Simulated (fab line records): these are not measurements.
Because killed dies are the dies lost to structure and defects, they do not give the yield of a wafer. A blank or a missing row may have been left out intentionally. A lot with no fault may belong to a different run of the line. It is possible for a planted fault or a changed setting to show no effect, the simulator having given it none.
Matching of chambers	flow nand harc	NHARC_A_STAIRCASE_DESCUM_291 on rie diel-13 has 4 sister chambers
The step chemistry O2, time 3 s. 16 wafers are shown with their chamber, then 8 later ones without.

== EACH WAFER AND ITS CHAMBER ==
wafer	chamber	drypump motor current A (A)	oes product au (a.u.)	rf vpp V (V)
L082.1	0	5.9	1.002	59.2
L082.3	2	5.8	1.010	57.7
L082.6	2	5.8	1.004	57.5
L083.4	0	5.8	0.994	58.3
L083.5	3	6.3	0.996	58.9
L083.6	2	5.8	1.006	58.9
L084.1	3	6.3	0.997	58.4
L084.4	0	5.9	1.001	58.5
L084.6	1	6.2	1.006	58.4
L087.1	3	6.3	0.991	58.4
L087.4	1	6.2	0.998	57.7
L087.6	1	6.2	1.001	57.1
L089.3	3	6.3	1.001	58.2
L089.4	1	6.3	1.000	56.7
L089.6	2	5.8	1.004	57.7
L091.1	0	5.9	0.994	58.2

SIGNATURES, as means of the wafers listed above
reading	chamber 0	chamber 1	chamber 2	chamber 3	scatter within a chamber
drypump motor current A	5.875	6.225	5.800	6.300	0.0354
oes product au	0.99775	1.00125	1.00600	0.99625	0.00372
rf vpp V	58.550	57.475	57.950	58.475	0.559
Rule: a wafer lies at a distance from a chamber equal to the root of the sum of squares, over the readings, of (its reading less the chamber's mean, divided by the reading's scatter). If the next closest chamber is less than 2 further off than the closest, the wafer can't be placed; otherwise it belongs to the closest. The scatter is the square root of a quotient: the sum, over the shown wafers, of each reading's squared deviation from its chamber's mean, divided by wafers minus chambers.

== WAFERS WHOSE CHAMBER IS MISSING ==
wafer	drypump motor current A (A)	oes product au (a.u.)	rf vpp V (V)
L091.3	6.3	0.989	59.3
L091.6	6.2	0.984	57.3
L092.1	5.9	0.995	58.7
L092.5	6.3	0.998	59.0
L092.6	5.8	0.988	59.0
L096.3	5.9	0.993	59.9
L096.4	6.3	1.001	58.7
L096.6	6.2	0.996	57.0

== CHAMBER TAKEN BY EACH ==
wafer	from the rows above	in truth
L091.3	3	3
L091.6	can't be placed: 1 or 3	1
L092.1	0	0
L092.5	3	3
L092.6	can't be placed: 0 or 2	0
L096.3	0	0
L096.4	can't be placed: 3 or 1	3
L096.6	1	1
Placed correctly: 5 of 8. Unplaceable from these rows: 3, with the true chamber sitting among the candidates in 3. Wrongly placed: 0.
